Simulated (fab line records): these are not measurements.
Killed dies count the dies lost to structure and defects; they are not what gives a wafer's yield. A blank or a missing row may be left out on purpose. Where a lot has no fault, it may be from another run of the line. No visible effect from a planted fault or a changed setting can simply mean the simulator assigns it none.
A lot that was struck, set against a sound lot :: flow nand harc :: 14 out of 1302 route steps
Sound: the wafers L900.2, L900.3, L900.5. Struck: wafer L913.2 (L913.3, L913.5, from the same lot, were not struck and are left out); the cause is given at the end.
For every step that has rows: the tool of each side, followed by ch and its chambers, followed by its first start. Under that, the readings that differ: sound wafers :: struck wafers :: difference of the means :: sigmas: that difference in standard deviations of wafers without a fault.
alike: words and numbers the same on both sides, and readings whose means are apart by under 2 such deviations; not compared: readings that were withheld, readings missing a value for some wafer, numbers with overlapping values and no deviation given by the record, and bounds like >300 which may hide the same value.
Wherever a step has rows on one side only, a row that says differs or no value, or a row with sigmas, the two part there. Non-overlapping numbers with no deviation appear without sigmas and do not part them. A reading missing from all wafers of one side parts the sides only when that side holds two or more wafers.

first, 1 step without rows for these wafers: NHARC_A_CHANNEL_FILL_D1_SRD_12.
NHARC_A_CHANNEL_FILL_D1_INSPECT_13:
  sound: defect inspect-02 at day 13 02:58; struck: defect inspect-01 at day 18 13:43
reading: raw defect count
sound: 189 242 310
struck: 528
difference: +281
sigmas: +3
NHARC_A_DECK1_JOINT_ETCHBACK_07: etches the open film in HBr, target depth 105 nm, time 26.9 s.
  sound on rie si-04 ch 0,1,2, day 13 03:04; struck on rie si-05 ch 2, day 18 13:47
  alike: bias w, drypump motor current A, oes product au, throttle valve pct
  not compared: rf hours counter h
then, 8 steps without rows for these wafers: NHARC_A_DECK1_JOINT_ETCH_25 (etches SiO2 in dHF, target depth 0.5 nm); NHARC_A_DECK1_JOINT_ETCH_19 (etches poly-Si in TMAH, target depth 3 nm); NHARC_A_DECK1_JOINT_ETCH_18 (etches SiO2 in dHF, target depth 3 nm); NHARC_A_DECK1_JOINT_WET_08 (chemistry H3PO4, time 86 s); NHARC_A_DECK1_JOINT_ETCH_09 (etches SiO2 in dHF, target depth 5 nm); NHARC_A_DECK1_JOINT_WET_10 (chemistry H3PO4, time 86 s); NHARC_A_DECK1_JOINT_ETCH_11 (etches SiO2 in dHF, target depth 35 nm); NHARC_A_DECK1_JOINT_CVD_12 (deposits poly-Si, target thk 90 nm, time 1800 s).
NHARC_A_DECK1_JOINT_CMP_13: polishes, target thk 51.023 nm.
  sound on cmp-04 ch 0,1,3, day 13 13:11; struck on cmp-04 ch 2, day 19 00:39
reading: time to endpoint s (s)
sound: 7.0 5.3 7.4
struck: 18.5
difference: +11.9
sigmas: +6
  alike: motor current A
NHARC_A_DECK1_JOINT_THK_MEAS_14: measures by ellipsometry.
  sound: film metro-01 at day 13 13:26; struck: film metro-02 at day 19 00:55
  alike: thk nm
-- break in the record here, with 14 days between the starts of the struck wafers on either side (left off in module A_DECK1_JOINT, picked up again in module END, where the first step shown is number 1302 on the route) --
NHARC_END_SORT_01:
  only the struck wafers appear in the record here, on prober-01 ch 0 at day 32 21:41; the sound ones have no rows

WHERE THEY PART
Earliest at NHARC_A_CHANNEL_FILL_D1_INSPECT_13; latest, in this record, at NHARC_END_SORT_01.

WHY: what the simulator had put in
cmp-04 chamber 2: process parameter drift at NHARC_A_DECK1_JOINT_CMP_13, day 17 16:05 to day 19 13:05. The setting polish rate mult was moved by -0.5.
